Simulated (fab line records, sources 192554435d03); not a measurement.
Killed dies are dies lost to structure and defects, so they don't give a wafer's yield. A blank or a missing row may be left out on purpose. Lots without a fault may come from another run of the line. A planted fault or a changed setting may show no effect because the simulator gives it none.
fab line records | flow n5_finfet
record lots=4 wafers=12 last_day=19
route steps=1938 shown SD_EPI_N@276 SD_EPI_P@295 SD_ACTIVATION@332 BEOL_M4@1111
lots that met no fault: from a run of the same line without faults
start_h: hours from the record's first day to the start of the lot's first wafer shown | wait_h: hours since the lot's step before | " the same as in the row above | L1.1+2: a row that stands for several wafers | - no value, or no start given | * or withheld: withheld | < > ~ a bound
route shown NAME@n: a module of which the file shows steps, and the number in the route of the first | usual: mean/standard deviation of fault-free wafers | same: alike in all rows | chamber/n: place in a boat | sites: the reading at each site | _std_site: their standard deviation | _edge_site: outer sites' mean less inner sites' | radius_mm: how far each site lies from the wafer's centre | mask NAME#n: copy n | behind: the tool/chamber that last shaped the wafer | hold: why the lot was held/for how many hours/how that ended | device: the transistor (n, p or np) that didn't switch | end of line: the same wafers' tests at the end of the route | a step without rows: its recipe alone | killed: dies lost to structure and defects at the first sort, not the wafer's yield | map: a wafer's dies, x killed, . not, _ none there
set.NAME: the setting as run; set.NAME@STEP: as run at that earlier step | model.NAME: the simulator's own value behind a step, which no gauge read
lots at some steps of the route; a table a step, a row a wafer
services: from which hour (start_h, from the record's first day; less than 0 if before it) a tool's chamber was out of use, for how many hours, and why
## steps
# step N5_SD_EPI_N_STRIP_36
# recipe chemistry=N2/H2 temp_c=40 n2_flow_sccm=200 h2_flow_sccm=200 rf_frequency_hz=6e+07
# step N5_SD_EPI_N_ETCHBACK_44
# recipe chemistry=CH3F/O2 mode=anisotropic_etchback target=SiNx target_depth_a=145 stop_on=SiO2 over_etch_frac=0.3 ion_energy_ev=120 pressure_mtorr=30 source_w=395 bias_w=73 Ar_flow_sccm=150 CH3F_flow_sccm=30 O2_flow_sccm=20
# step N5_SD_EPI_N_ETCH_45
# recipe chemistry=CH3F/O2 target=SiOCN target_depth_a=60 mask_material=SOC ion_energy_ev=60 bias_w=29 pressure_mtorr=15 source_w=410 Ar_flow_sccm=150 CH3F_flow_sccm=30 O2_flow_sccm=20
# step N5_SD_EPI_N_ETCH_16
# recipe chemistry=CHF3/O2 target=SiO2 target_depth_a=50 mask_material=SOC pressure_mtorr=30 source_w=650 bias_w=170 Ar_flow_sccm=200 CHF3_flow_sccm=50 O2_flow_sccm=5 ion_energy_ev=200
# step N5_SD_EPI_N_STRIP_47
# recipe chemistry=CHF3/O2 resist=SiARC rf_frequency_hz=6e+07
# step N5_SD_EPI_N_SD_RECESS_17
# recipe chemistry=HBr/Cl2/O2 target_depth_a=410 mask_material=SOC time_s=23.7 bt_time_s=3 pressure_mtorr=10 icp_w=800 bias_w=112 HBr_flow_sccm=150 Cl2_flow_sccm=80 O2_flow_sccm=12
# step N5_SD_EPI_N_STRIP_38
# recipe chemistry=N2/H2 power_w=1000 temp_c=250 h2_frac=0.65 overash_fraction=0.3 pressure_mtorr=withheld n2_flow_sccm=1750 h2_flow_sccm=3250
# step N5_SD_EPI_N_WET_ETCH_43
# recipe chemistry=dHF dilution=withheld time_s=14 target=SiO2 target_depth_a=15 temp_c=25
# step N5_SD_EPI_N_STRIP_18
# recipe chemistry=SPM time_s=750 temp_c=130 h2so4_h2o2_vol_ratio=4
# step N5_SD_EPI_N_SRD_20
# recipe dry=ipa_marangoni do_ppb=5 time_s=30 temp_c=23 rinse_liquid=diw
# step N5_SD_EPI_N_PRECLEAN_48
# recipe chemistry=NF3:NH3 afs_cycles=2 temp_c=30 time_s=20 sublimation_temp_c=180 sublimation_time_s=60 pressure_torr=3 rf_power_w=30
# step N5_SD_EPI_N_VAPOR_ETCH_50
# recipe chemistry=HCl target=Si temp_c=775 time_s=54 pressure_torr=20 mode=isotropic
# step N5_SD_EPI_N_EPI_21
# recipe material=Si:P dopant=P temp_c=680 pressure_torr=255 time_s=690
# usual epi_growth_time_s=690/0
# columns lot.wafer tool chamber start_h wait_h epi_growth_time_s model.Si-P_of_SD_EPI_N_EPI_21.thk_nm
L545.1 epi_rpcvd-01 0 106.23 0.2 690 59
L545.2 " 0 " " 690 60.8
L545.6 " 0 108.10 1.9 690 60.2
L546.2 epi_rpcvd-01 0 113.11 0.5 690 58.4
L546.3 " 0 " " 501.44 46.2
L546.5 " 0 " " 690 58.8
L547.2 epi_rpcvd-01 0 121.72 0.5 690 60.4
L547.3 " 0 " " 501.44 47.2
L547.5 " 0 " " 690 59.4
L559.1 epi_rpcvd-02 0 188.88 0.1 690 58.4
L559.2 " 0 " " 690 58.8
L559.6 " 0 190.28 1.4 690 58.2
# step N5_SD_EPI_N_EPI_MEAS_23
# recipe mode=xrd
# usual thk_nm=59.3/1.2
# columns lot.wafer tool chamber start_h wait_h thk_nm
L545.1 film_metro-01 - 108.51 1.9 58.0
L545.2 " - " " 60.1
L545.6 " - " " 59.3
L546.2 film_metro-01 - 115.01 1.5 59.1
L546.3 " - " " 47.3
L546.5 " - " " 59.1
L547.2 film_metro-02 - 123.63 1.5 59.9
L547.3 " - " " 46.3
L547.5 " - " " 57.8
L559.1 film_metro-02 - 190.60 1.4 59.3
L559.2 " - " " 58.9
L559.6 " - " " 59.3
# step N5_SD_EPI_N_PRECLEAN_24
# recipe chemistry=O3/DIW time_s=60 temp_c=22 o3_ppm=10
# step N5_SD_EPI_N_SRD_25
# recipe time_s=30 temp_c=23 rinse_liquid=diw dry=ipa_marangoni
# step N5_SD_EPI_N_PRECLEAN_49
# recipe chemistry=NF3:NH3 afs_cycles=1 temp_c=30 time_s=20 sublimation_temp_c=180 sublimation_time_s=60 pressure_torr=3 rf_power_w=30
# step N5_SD_EPI_N_LINER_46
# recipe material=SiNx target_thk_a=30 temp_c=400 ald_precursor_family=SiH2I2 ald_co_reactant=N2/H2-plasma pressure_torr=2
# step N5_SD_EPI_P_COAT_34
# recipe resist=SOC temp_c=250 time_s=60 spin_rpm=1500 resist_thk_nm=350
# step N5_SD_EPI_P_COAT_35
# recipe resist=SiARC temp_c=220 time_s=60 spin_rpm=1500 resist_thk_nm=35
# step N5_SD_EPI_P_COAT_03
# recipe resist=CAR-ArF-block spin_rpm=1500 resist_thk_nm=150
# step N5_SD_EPI_P_EBR_05
# recipe solvent=PGMEA ebr_width_mm=1.5
# step N5_SD_EPI_P_SOFTBAKE_04
# recipe temp_c=110 time_s=60 resist=CAR-ArF-block
# step N5_SD_EPI_P_EXPOSE_06
# recipe mask_id=SD_P_BLK na=1.35 source_shape=conventional sigma_outer=0.8 polarization=unpolarized target_cd_nm=240 dose_mj=39.5
# step N5_SD_EPI_P_PEB_07
# recipe peb_temp_c=110 peb_time_s=60 resist=CAR-ArF-block
# step N5_SD_EPI_P_DEVELOP_08
# recipe develop_time_s=30 developer=TMAH resist=CAR-ArF-block dev_temp_c=23 rinse_liquid=diw dry=air_spin
# step N5_SD_EPI_P_DESCUM_14
# recipe chemistry=O2 time_s=7.9 source_power_w=50 bias_power_w=20 pressure_mtorr=20 rf_frequency_hz=2.712e+07 temp_c=40 resist=CAR-ArF-block o2_flow_sccm=225
# step N5_SD_EPI_P_ETCH_36
# recipe chemistry=CF4 target=SiARC target_depth_a=455 mask_material=CAR-ArF-block time_s=75.8 ion_energy_ev=80 pressure_mtorr=40 source_w=545 bias_w=36 Ar_flow_sccm=100 cf4_flow_sccm=100 ends=cleared
# step N5_SD_EPI_P_ETCH_37
# recipe chemistry=N2/H2 target=SOC overetch_a=1080 mask_material=SiARC temp_c=40 ion_energy_ev=100 source_w=3000 bias_w=133 pressure_mtorr=20 time_s=486 n2_flow_sccm=200 h2_flow_sccm=200 ends=end_point
# step N5_SD_EPI_P_STRIP_38
# recipe chemistry=N2/H2 temp_c=40 n2_flow_sccm=200 h2_flow_sccm=200 rf_frequency_hz=6e+07
# step N5_SD_EPI_P_ETCHBACK_46
# recipe chemistry=CH3F/O2 mode=anisotropic_etchback target=SiNx target_depth_a=175 stop_on=SiO2 over_etch_frac=0.3 ion_energy_ev=120 pressure_mtorr=30 source_w=395 bias_w=73 Ar_flow_sccm=150 CH3F_flow_sccm=30 O2_flow_sccm=20
# step N5_SD_EPI_P_ETCH_47
# recipe chemistry=CH3F/O2 target=SiOCN target_depth_a=250 mask_material=SOC ion_energy_ev=60 bias_w=29 pressure_mtorr=30 source_w=410 Ar_flow_sccm=150 CH3F_flow_sccm=30 O2_flow_sccm=20
# step N5_SD_EPI_P_ETCH_16
# recipe chemistry=CHF3/O2 target=SiO2 target_depth_a=50 mask_material=SOC pressure_mtorr=30 source_w=650 bias_w=170 Ar_flow_sccm=200 CHF3_flow_sccm=50 O2_flow_sccm=5 ion_energy_ev=200
# step N5_SD_EPI_P_STRIP_50
# recipe chemistry=CHF3/O2 resist=SiARC rf_frequency_hz=6e+07
# step N5_SD_EPI_P_SD_RECESS_17
# recipe chemistry=HBr/Cl2/O2 target_depth_a=391 bt_time_s=3 pressure_mtorr=10 icp_w=800 bias_w=112 HBr_flow_sccm=150 Cl2_flow_sccm=80 O2_flow_sccm=12
# step N5_SD_EPI_P_WET_ETCH_45
# recipe chemistry=dHF dilution=withheld time_s=10.7 target=SiO2 target_depth_a=20 temp_c=25 dry=ipa_marangoni rinse_time_s=30 rinse_temp_c=23
# step N5_SD_EPI_P_STRIP_40
# recipe chemistry=N2/H2 power_w=1000 temp_c=250 h2_frac=0.65 overash_fraction=0.3 pressure_mtorr=withheld n2_flow_sccm=1750 h2_flow_sccm=3250
# step N5_SD_EPI_P_PRECLEAN_52
# recipe chemistry=O3/DIW time_s=60 temp_c=22 o3_ppm=10
# step N5_SD_EPI_P_PRECLEAN_24
# recipe chemistry=O3/DIW time_s=45 temp_c=22 o3_ppm=10
# columns lot.wafer tool chamber start_h wait_h model.Si-P_of_SD_EPI_N_EPI_21.thk_nm
L545.1 wet_bench-01 3 113.27 0.0 58.2
L545.2 " 2 " " 60
L545.6 " 0 " " 59.4
L546.2 wet_bench-03 1 119.70 0.0 57.6
L546.3 " 6 " " 45.6
L546.5 " 5 " " 58
L547.2 wet_bench-03 7 129.99 0.0 59.6
L547.3 " 4 " " 46.4
L547.5 " 2 " " 58.6
L559.1 wet_bench-03 3 195.43 0.0 57.6
L559.2 " 4 " " 58
L559.6 " 2 " " 57.4
# step N5_SD_ACTIVATION_RS_MEAS_03
# recipe thk_meas_gauge=four-point-probe
# usual RS_SD_N=21.9/0.33 RS_SD_P=56.1/0.91
# columns lot.wafer tool chamber start_h wait_h RS_SD_N[ohm/sq] RS_SD_P[ohm/sq]
L545.1 film_metro-01 - 113.77 0.2 21.7 55.1
L545.2 " - " " 21.1 54.5
L545.6 " - " " 21.4 55.6
L546.2 film_metro-02 - 120.42 0.2 22.1 56.8
L546.3 " - " " 28.1 55.5
L546.5 " - " " 21.9 56.0
L547.2 film_metro-02 - 130.51 0.2 21.8 55.7
L547.3 " - " " 27.3 55.5
L547.5 " - " " 21.7 56.6
L559.1 film_metro-02 - 195.93 0.2 22.0 55.2
L559.2 " - " " 22.0 56.1
L559.6 " - " " 22.0 55.1
# step N5_BEOL_M4_RC_MEAS_101
# usual DIBL_N=36.5/2.2 DIBL_P=36.9/2.9 IOFF_N=0.17/0.044 IOFF_P=0.22/0.052 ION_N=671/16 ION_P=461/10 REXT_N=75.4/2.1 RS_SD_N=28.3/0.46 SS_N=71.6/0.73 SS_P=73.5/0.79 VT_N=250/4.1 VT_P=-250/4.1
# columns lot.wafer tool chamber start_h wait_h DIBL_N[mV/V] DIBL_P[mV/V] IOFF_N[nA/um] IOFF_P[nA/um] ION_N[uA/um] ION_P[uA/um] REXT_N[ohm.um] RS_SD_N[ohm/sq] SS_N[mV/dec] SS_P[mV/dec] VT_N[mV] VT_P[mV]
L545.1 prober-01 0 233.96 0.0 38.4 38.7 0.22 0.30 677 473 72.9 28.4 72.2 74.4 243 -245
L545.2 " 0 " " 39.4 39.3 0.21 0.30 680 469 73.2 27.3 72.2 74.0 245 -244
L545.6 " 0 " " 34.0 32.1 0.13 0.17 680 465 72.1 27.8 70.7 72.2 250 -254
L546.2 prober-02 0 252.93 0.2 39.9 42.9 0.25 0.29 687 461 78.4 28.7 72.6 75.1 242 -247
L546.3 " 0 " " 33.3 32.2 0.11 0.14 667 461 83.0 36.7 70.8 72.2 255 -256
L546.5 " 0 " " 36.3 38.0 0.16 0.20 672 455 77.8 28.3 71.3 74.1 249 -251
L547.2 prober-01 0 261.03 0.2 38.5 38.8 0.19 0.25 689 468 77.5 27.9 71.5 73.4 249 -248
L547.3 " 0 " " 36.8 35.6 0.14 0.17 649 452 85.8 35.6 71.5 73.6 254 -252
L547.5 " 0 " " 32.8 31.6 0.10 0.13 649 450 78.5 28.3 69.6 72.7 255 -257
L559.1 prober-01 0 340.34 0.0 39.0 41.7 0.23 0.29 690 480 78.6 28.7 73.1 74.8 244 -245
L559.2 " 0 " " 36.1 36.9 0.15 0.20 665 458 76.7 28.6 72.1 73.8 252 -250
L559.6 " 0 " " 36.4 37.6 0.15 0.21 662 450 78.6 29.0 71.4 73.3 248 -250
## services
# columns tool chamber start_h hours kind
epi_rpcvd-01 - 115.38 1.9 repair
wet_bench-01 - 176.12 3.6 repair
## key
first_sign step=N5_SD_EPI_N_EPI_21 reading=epi_growth_time_s direction=down sigmas=99+ usual=* struck=*
effect step=N5_SD_EPI_N_EPI_MEAS_23 reading=thk_nm direction=down sigmas=11 usual=* struck=*
effect step=N5_SD_ACTIVATION_RS_MEAS_03 reading=RS_SD_N direction=up sigmas=18 usual=21.9 struck=27.7
effect step=N5_BEOL_M4_RC_MEAS_101 reading=RS_SD_N direction=up sigmas=17 usual=28.3 struck=36.1
effect step=N5_BEOL_M4_RC_MEAS_101 reading=REXT_N direction=up sigmas=4.3 usual=75.4 struck=84.4
model_effect step=N5_SD_EPI_N_EPI_21 value=Si-P_of_SD_EPI_N_EPI_21.thk_nm without=59.4 struck=46.7
model_effect step=N5_SD_EPI_P_PRECLEAN_24 value=Si-P_of_SD_EPI_N_EPI_21.thk_nm without=58.6 struck=46
met_at N5_SD_EPI_N_EPI_21
struck_wafers L546.3,L547.3
onset_between 106.23 113.11
fault kind=process_parameter_drift tool=epi_rpcvd-01 chamber=- onset_h=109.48 steps=N5_SD_EPI_N_EPI_21 channel=epi_growth_time_s offset=* shape=step end_h=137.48 scope=struck_wafers_only acts_in=* stated=*
